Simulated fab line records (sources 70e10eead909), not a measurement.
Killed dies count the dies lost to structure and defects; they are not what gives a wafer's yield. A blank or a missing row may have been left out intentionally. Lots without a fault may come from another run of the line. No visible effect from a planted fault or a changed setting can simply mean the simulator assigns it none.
Which tool did it? | flow nandHarc | 11 lots, 33 wafers sampled, at 4 steps of a route of 1159

## WHAT EACH GAUGE READ, for each wafer
NHARC_P_ZERO_WELL_CD_MEAS_24: target cd 720 nm.
lot  | measured    | on       | cdNm (nm)
L765 | day 1 14:29 | cdSem-03 | 718.7 719.8 719.3
L766 | day 1 20:35 | cdSem-03 | 722.5 721.1 720.1
L767 | day 2 02:30 | cdSem-02 | 720.0 715.6 716.1
L768 | day 2 08:35 | cdSem-02 | 720.8 720.4 716.7
L770 | day 2 20:29 | cdSem-03 | 720.5 721.5 719.9
L771 | day 3 02:29 | cdSem-01 | 719.7 721.2 720.7
L774 | day 3 20:27 | cdSem-01 | 718.8 718.3 719.8
L776 | day 4 08:29 | cdSem-02 | 716.2 717.3 719.2
L778 | day 4 20:40 | cdSem-01 | 719.7 721.3 722.9
L780 | day 5 08:29 | cdSem-01 | 707.4 707.4 710.9
L788 | day 7 08:33 | cdSem-03 | 718.9 718.0 720.4

## EACH LOT AND THE TOOL THAT RAN IT (in order: tool; ch and the chambers of the sampled wafers; start)
lot  | NHARC_P_ZERO_WELL_ETCH_62                   | NHARC_P_ZERO_WELL_ETCH_63      | NHARC_P_ZERO_WELL_EXPOSE_21
L765 | rieDiel-03 ch 0,1,2, day 1 13:42 or earlier | rieSi-01 ch 0,2, day 1 13:42   | krfScanner-02 ch 0, day 1 14:20
L766 | rieDiel-13 ch 1,2, day 1 19:40 or earlier   | rieSi-02 ch 1,3, day 1 19:40   | krfScanner-01 ch 0, day 1 20:26
L767 | rieDiel-05 ch 2,3, day 2 01:42 or earlier   | rieSi-02 ch 0,1,2, day 2 01:42 | krfScanner-01 ch 0, day 2 02:20
L768 | rieDiel-13 ch 1,2,3, day 2 07:39 or earlier | rieSi-06 ch 0,2,3, day 2 07:39 | krfScanner-03 ch 0, day 2 08:25
L770 | rieDiel-13 ch 0,1, day 2 19:34 or earlier   | rieSi-02 ch 0,2,3, day 2 19:34 | krfScanner-02 ch 0, day 2 20:20
L771 | rieDiel-03 ch 0,1,2, day 3 01:40 or earlier | rieSi-01 ch 1,3, day 3 01:40   | krfScanner-02 ch 0, day 3 02:20
L774 | rieDiel-03 ch 1,3, day 3 19:40 or earlier   | rieSi-06 ch 0,2,3, day 3 19:40 | krfScanner-01 ch 0, day 3 20:17
L776 | rieDiel-03 ch 0,1,3, day 4 07:39 or earlier | rieSi-02 ch 0,1,3, day 4 07:39 | krfScanner-02 ch 0, day 4 08:20
L778 | rieDiel-13 ch 0,3, day 4 19:44 or earlier   | rieSi-01 ch 0,2, day 4 19:44   | krfScanner-01 ch 0, day 4 20:31
L780 | rieDiel-05 ch 1,2,3, day 5 07:33 or earlier | rieSi-02 ch 1,2,3, day 5 07:33 | krfScanner-01 ch 0, day 5 08:19
L788 | rieDiel-03 ch 2,3, day 7 07:38 or earlier   | rieSi-06 ch 1,2, day 7 07:38   | krfScanner-03 ch 0, day 7 08:23
- NHARC_P_ZERO_WELL_ETCH_62: etches the open film in CHF3/Ar, target depth 13 nm, time 6.5 s.
- NHARC_P_ZERO_WELL_ETCH_63: etches the open film in HBr/Cl2, target depth 120 nm, time 40.1 s.
- NHARC_P_ZERO_WELL_EXPOSE_21: exposes mask P NWELL, target cd 720 nm.

## AS READ BY THE TOOLS THEMSELVES (means over the sampled wafers that have a number; for cases with no such wafer, the mark the record gives instead)
NHARC_P_ZERO_WELL_ETCH_62.
lot  | tool       | drypumpMotorCurrentA (A) | mfcArSccm (sccm) | oesProductAu (a.u.) | rfFwdPowerW (W) | rfVppV (V) | showerheadPlenumPTorr (Torr) | throttleValvePct (%)
L765 | rieDiel-03 | 5.5                      | 199.9            | 0.958               | 489.7           | 371.1      | 2.34                         | 20.226
L766 | rieDiel-13 | 5.2                      | 199.8            | 0.960               | 489.8           | 368.7      | 2.29                         | 20.208
L767 | rieDiel-05 | 5.6                      | 200.4            | 0.945               | 488.4           | 371.1      | 2.38                         | 20.212
L768 | rieDiel-13 | 5.5                      | 199.9            | 0.948               | 489.8           | 370.3      | 2.34                         | 20.223
L770 | rieDiel-13 | 5.8                      | 199.8            | 0.976               | 487.6           | 372.3      | 2.40                         | 20.201
L771 | rieDiel-03 | 5.5                      | 200.2            | 0.955               | 487.2           | 371.0      | 2.34                         | 20.210
L774 | rieDiel-03 | 5.2                      | 200.0            | 0.959               | 488.4           | 370.5      | 2.34                         | 20.215
L776 | rieDiel-03 | 5.3                      | 199.9            | 0.962               | 487.5           | 371.1      | 2.37                         | 20.214
L778 | rieDiel-13 | 5.7                      | 200.4            | 0.968               | 488.3           | 372.7      | 2.42                         | 20.226
L780 | rieDiel-05 | 5.4                      | 199.5            | 0.965               | 490.8           | 371.5      | 2.38                         | 20.218
L788 | rieDiel-03 | 5.2                      | 199.9            | 0.943               | 487.3           | 366.9      | 2.22                         | 20.213

NHARC_P_ZERO_WELL_ETCH_63.
lot  | tool     | drypumpMotorCurrentA (A) | hbrFlowSccm (sccm) | oesProductAu (a.u.) | rfFwdPowerW (W) | throttleValvePct (%)
L765 | rieSi-01 | 5.2                      | 150.0              | 1.004               | 395.7           | 26.414
L766 | rieSi-02 | 6.3                      | 150.4              | 1.004               | 395.5           | 26.405
L767 | rieSi-02 | 6.1                      | 149.4              | 1.009               | 393.9           | 26.409
L768 | rieSi-06 | 6.2                      | 150.2              | 1.009               | 394.2           | 26.407
L770 | rieSi-02 | 5.9                      | 150.2              | 0.998               | 393.7           | 26.418
L771 | rieSi-01 | 6.2                      | 150.5              | 0.993               | 395.4           | 26.407
L774 | rieSi-06 | 6.2                      | 150.0              | 1.009               | 394.8           | 26.406
L776 | rieSi-02 | 6.1                      | 149.9              | 0.996               | 394.4           | 26.406
L778 | rieSi-01 | 5.2                      | 149.7              | 1.000               | 395.2           | 26.409
L780 | rieSi-02 | 6.1                      | 150.6              | 0.993               | 392.8           | 26.401
L788 | rieSi-06 | 6.5                      | 149.8              | 1.008               | 395.3           | 26.409

## THE ANSWER, worked out from the rows above alone
Rule: usual is defined by the lots themselves. The widest of any qualifying gaps counts: lots, ordered by their means at a reading, are off when they make up no more than a third of the lots, leave a main group of 4 or more, and stand apart from it by 3 or more times the standard deviation of that group's means. A main group is skipped when, at the precision printed for the reading in the tables above, its means are all equal. Also off: a lot with no number at a reading for which 4 or more lots have one. The other lots that the step has rows for count as sound. Order of review: gauges by route order, followed by the tools' own readings, for which a lot's mean as printed above is used. At the first step where some lot is off, the reading lying furthest off is the one used; lots without a number count as furthest.
Off: L780, at NHARC_P_ZERO_WELL_CD_MEAS_24 (cdNm). The main group has a mean of 719.5 nm with a standard deviation of 1.3.
If a tool, at a process step before that reading, ran all the lots that are off and no sound lot after the first of them, it fits. Gauges at NHARC_P_ZERO_WELL_CD_MEAS_24: tried the same way as those tools. With no start given for some of its lots, NHARC_P_ZERO_WELL_ETCH_62 uses the hours and lot order of NHARC_P_ZERO_WELL_ETCH_63. Can't be told from this: 4 tools fit, rieDiel-05 at NHARC_P_ZERO_WELL_ETCH_62, rieSi-02 at NHARC_P_ZERO_WELL_ETCH_63, krfScanner-01 at NHARC_P_ZERO_WELL_EXPOSE_21, cdSem-01 at NHARC_P_ZERO_WELL_CD_MEAS_24.

## WHAT THE SIMULATOR HAD INSERTED
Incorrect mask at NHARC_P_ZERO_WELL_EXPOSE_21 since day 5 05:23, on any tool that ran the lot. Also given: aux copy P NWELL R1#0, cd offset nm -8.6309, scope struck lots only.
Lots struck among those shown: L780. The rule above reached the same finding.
